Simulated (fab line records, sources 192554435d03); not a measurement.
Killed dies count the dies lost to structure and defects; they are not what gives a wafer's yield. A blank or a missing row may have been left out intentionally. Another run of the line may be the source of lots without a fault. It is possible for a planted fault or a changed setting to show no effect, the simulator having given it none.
Chamber matching	flow n5_finfet	N5_BEOL_M4_ILD_DEP_00 on pecvd-01: 3 sister chambers
The step deposits SiOC from DEMS/O2, target thk 79 nm, time 15.3 s. 3 wafers are shown with their chamber, then 12 later ones without.

== EACH WAFER AND ITS CHAMBER ==
wafer	chamber	heater_power_w (W)
L081.4	0	478
L092.4	1	482
L092.5	2	640

== WAFERS WITH NO CHAMBER GIVEN ==
wafer	heater_power_w (W)
L093.2	479
L093.3	553
L093.5	556
L095.1	575
L095.3	466
L095.6	593
L096.2	546
L096.3	488
L096.5	548
L097.1	425
L097.2	613
L097.3	474

== THE CHAMBER EACH PASSED THROUGH ==
wafer	from the rows above	in truth
L093.2	can't be placed: 0 or 1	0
L093.3	can't be placed: 1 or 0 or 2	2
L093.5	can't be placed: 1 or 0 or 2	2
L095.1	can't be placed: 2 or 1 or 0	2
L095.3	can't be placed: 0 or 1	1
L095.6	can't be placed: 2 or 1 or 0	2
L096.2	can't be placed: 1 or 0 or 2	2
L096.3	can't be placed: 1 or 0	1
L096.5	can't be placed: 1 or 0 or 2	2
L097.1	can't be placed: 0 or 1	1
L097.2	2	2
L097.3	can't be placed: 0 or 1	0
Correctly placed: 1 of 12. These rows do not allow placing 11 (true chamber among the candidates in 11). 0 placed wrongly.
How it was worked out, from the rows above alone: a wafer's distance from a chamber is the root of the sum, over the readings, of the square of ((its reading less the chamber's mean) divided by the reading's scatter). The wafer belongs to the nearest chamber; if the next one is less than 2 further off, it can't be placed. A chamber's mean is the mean of its shown wafers. The scatter: root of mean squared gap, hidden wafer to nearest shown wafer, with one shown wafer a chamber.
